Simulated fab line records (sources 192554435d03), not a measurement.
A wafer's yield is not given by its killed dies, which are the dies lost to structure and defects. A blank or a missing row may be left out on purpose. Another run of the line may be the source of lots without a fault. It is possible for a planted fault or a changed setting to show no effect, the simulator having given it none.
Matching of chambers ; flow n5-finfet ; rie-diel-05 running N5_BEOL_M5_ETCH_67: 4 sister chambers
The step etches SiARC in CF4, target depth 15.6 nm, time 26 s. 8 wafers are shown with their chamber, then 10 later ones without.

== WAFERS, EACH WITH ITS CHAMBER ==
wafer;chamber;showerhead-plenum-p-Torr (Torr);drypump-motor-current-A (A)
L085.6;0;2.11;5.80
L089.1;1;2.12;5.67
L089.4;3;2.05;6.01
L092.1;0;2.11;5.82
L092.2;3;2.05;5.99
L092.5;2;2.26;5.84
L091.1;2;2.26;5.83
L091.4;1;2.11;5.66

== WAFERS WITHOUT THEIR CHAMBER ==
wafer;showerhead-plenum-p-Torr (Torr);drypump-motor-current-A (A)
L091.5;2.05;6.01
L093.1;2.11;5.68
L093.3;2.26;5.81
L093.4;2.11;5.82
L095.1;2.26;5.81
L095.2;2.10;5.81
L095.3;2.05;6.00
L094.2;2.11;5.68
L094.3;2.26;5.82
L094.6;2.11;5.68

== THE CHAMBER EACH PASSED THROUGH ==
wafer;from the rows above;in truth
L091.5;3;3
L093.1;1;1
L093.3;2;2
L093.4;0;0
L095.1;2;2
L095.2;0;0
L095.3;3;3
L094.2;1;1
L094.3;2;2
L094.6;1;1
Correctly placed: 10 of 10. Can't be placed from these rows: 0. Number placed wrongly: 0.
How it was worked out, from the rows above alone: a wafer's distance from a chamber is the root of the sum, over the readings, of the square of ((its reading less the chamber's mean) divided by the reading's scatter). If the next closest chamber is less than 2 further off than the closest, the wafer can't be placed; otherwise it belongs to the closest. For every chamber, the mean is computed from those of its wafers that are shown. The scatter is the square root of a quotient: the sum, over the shown wafers, of each reading's squared deviation from its chamber's mean, divided by wafers minus chambers.
